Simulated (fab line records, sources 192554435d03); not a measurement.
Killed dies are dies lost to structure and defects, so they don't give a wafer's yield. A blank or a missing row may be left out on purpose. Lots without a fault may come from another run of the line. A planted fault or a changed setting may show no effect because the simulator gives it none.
Problem report in the 8D (eight disciplines) form, filled by code | flow n5_finfet | the parts of the form that need people (team, actions taken, sign-off) are left out

1. THE PROBLEM
M1_ILD_THK at N5_BEOL_M1_THK_MEAS_01 reads a mean of 57.1 nm on 2 wafers of 1 lot; wafers without a fault read 79.4 nm with a standard deviation of 1.2. That is -19 standard deviations from the usual mean.
First seen on wafer L987.2, day 8 22:15, on film_metro-01. The record holds 34 wafers of 13 lots with a number at this step. Rule for "out", or "out of limits": more than 4 standard deviations from the usual mean. The other wafers with a number count as sound.

2. WHAT IT IS AND WHAT IT IS NOT
question                    | is                     | is not
which readings at this step | M1_ILD_THK             | -
which lots                  | L987                   | L976, L977, L978, L979, L980, L982, L984, L989, L994, L995, L996, L998
which wafers of those lots  | all that have a number | -
read on which gauges        | film_metro-01          | film_metro-02
when                        | from day 8 22:15       | up to then (19 sound wafers); but 13 sound wafers of L989, L994, L995, L996, L998 came after

3. SUSPECTS, AND WHAT RULES EACH OUT
Counting: a tool at a process step up to the reading stays a suspect if it ran every lot that is out and no sound lot after the first of them.
- the gauge at N5_BEOL_M1_THK_MEAS_01: ruled out. All the wafers that are out were read on film_metro-01, but those of them that N5_PASSIVATION_PROBE_49 has rows for are out there too, on other tools.
- pvd_sputter-01 at N5_BEOL_M0_SPUTTER_132 (material Cu, target thk 4 nm, time 7.37 s): ruled out as a lasting fault. Sound lots L998 ran on it after its first lot that is out, L987 (day 8 20:50).
- pvd_sputter-01 at N5_BEOL_M0_ANNEAL_133 (time 60 s): ruled out as a lasting fault. Sound lots L998 ran on it after its first lot that is out, L987 (day 8 20:55).
- pecvd-02 at N5_BEOL_M1_ILD_DEP_00 (deposits SiOC from DEMS/O2, target thk 79 nm, time 15.3 s): kept. It ran the lot that is out, L987 (day 8 22:11), and no sound lot after that; its last sound lot up to then is L980 (day 7 19:53).
Left after counting: pecvd-02 at N5_BEOL_M1_ILD_DEP_00.

4. THE CAUSE (what the simulator had put in)
Process parameter drift: pecvd-02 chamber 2, from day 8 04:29 on, at N5_BEOL_M1_ILD_DEP_00. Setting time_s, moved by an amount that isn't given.
Counting left only this tool.

5. THE CHAIN OF EFFECTS, in route order
Each row: a reading whose mean over the struck wafers that have a number lies more than 3 standard deviations from the usual. Only readings for which the record gives a usual standard deviation are gone through. hours: the time from each lot's start at the first step in this table that gives one to its start at this step, as a median over the lots. sigmas: the change in usual standard deviations.
hours | step                    | reading              | usual   | on struck wafers | change | sigmas
0     | N5_BEOL_M1_THK_MEAS_01  | M1_ILD_THK           | 79.4 nm | 57.1             | -22.3  | -19
177   | N5_PASSIVATION_PROBE_49 | defect_limited_yield | 91.2 %  | 55.6             | -35.6  | -22
177   | N5_PASSIVATION_PROBE_49 | killed_at_M0_to_M3   | 35      | 458              | +423   | +38
177   | N5_PASSIVATION_PROBE_49 | killed_dies          | 104     | 524              | +420   | +22
177   | N5_PASSIVATION_PROBE_49 | sort_bin_8_speed     | 0.1 %   | 35.3             | +35.2  | +39
177   | N5_PASSIVATION_PROBE_49 | sort_n_pass          | 1075    | 656              | -419   | -19
The process steps in it:
- N5_PASSIVATION_PROBE_49

6. WHAT WOULD HAVE CAUGHT IT SOONER
In this record the first reading out of limits at a measuring or inspecting step was taken at day 8 22:15, 18 hours after the fault began at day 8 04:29.
Of the tool readings at N5_BEOL_M1_ILD_DEP_00 for which the record gives a usual standard deviation, none was out on any struck wafer, so an alarm limit of 4 standard deviations on them would not have fired.
All the lots that are out (1) had begun N5_BEOL_M1_ILD_DEP_00 on pecvd-02 by day 8 22:15. A hold on the tool at that time would have spared none of them.
